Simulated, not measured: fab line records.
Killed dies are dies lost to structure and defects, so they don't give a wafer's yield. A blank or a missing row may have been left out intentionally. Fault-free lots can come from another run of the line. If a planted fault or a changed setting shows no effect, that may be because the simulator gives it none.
Matching of chambers    flow n5_finfet    N5_BEOL_M0_DEP_125 on pecvd-03 has 3 sister chambers
The step deposits SiCN from 3MS/NH3, target thk 8 nm, time 14 s. 6 wafers are shown with their chamber, then 8 later ones without.

== WAFERS WITH THEIR CHAMBER ==
wafer   chamber  showerhead_plenum_p_Torr (Torr)  throttle_valve_pct (%)
L080.4  1        3.673                            9.2
L088.1  2        3.676                            9.0
L089.2  2        3.674                            8.8
L089.3  0        3.653                            9.4
L089.5  0        3.657                            9.4
L090.2  1        3.680                            8.9

== WAFERS WHOSE CHAMBER IS MISSING ==
wafer   showerhead_plenum_p_Torr (Torr)  throttle_valve_pct (%)
L090.3  3.658                            9.3
L090.4  3.674                            8.9
L092.1  3.676                            9.0
L092.2  3.661                            8.9
L092.5  3.678                            9.2
L096.1  3.679                            9.3
L096.2  3.658                            8.9
L096.6  3.656                            9.3

== CHAMBER TAKEN BY EACH ==
wafer   from the rows above           in truth
L090.3  0                             0
L090.4  can't be placed: 2 or 1       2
L092.1  can't be placed: 1 or 2       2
L092.2  can't be placed: 0 or 2 or 1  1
L092.5  can't be placed: 1 or 2       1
L096.1  can't be placed: 1 or 2       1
L096.2  can't be placed: 0 or 2       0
L096.6  0                             0
Placed correctly: 2 of 8. Can't be placed from these rows: 6 (the true chamber is among the candidates in 6). Number placed wrongly: 0.
How it was worked out, from the rows above alone: a wafer's distance from a chamber is the root of the sum, over the readings, of the square of ((its reading less the chamber's mean) divided by the reading's scatter). If the next closest chamber is less than 2 further off than the closest, the wafer can't be placed; otherwise it belongs to the closest. A chamber's mean is the mean of its shown wafers. The scatter is the square root of a quotient: the sum, over the shown wafers, of each reading's squared deviation from its chamber's mean, divided by wafers minus chambers.
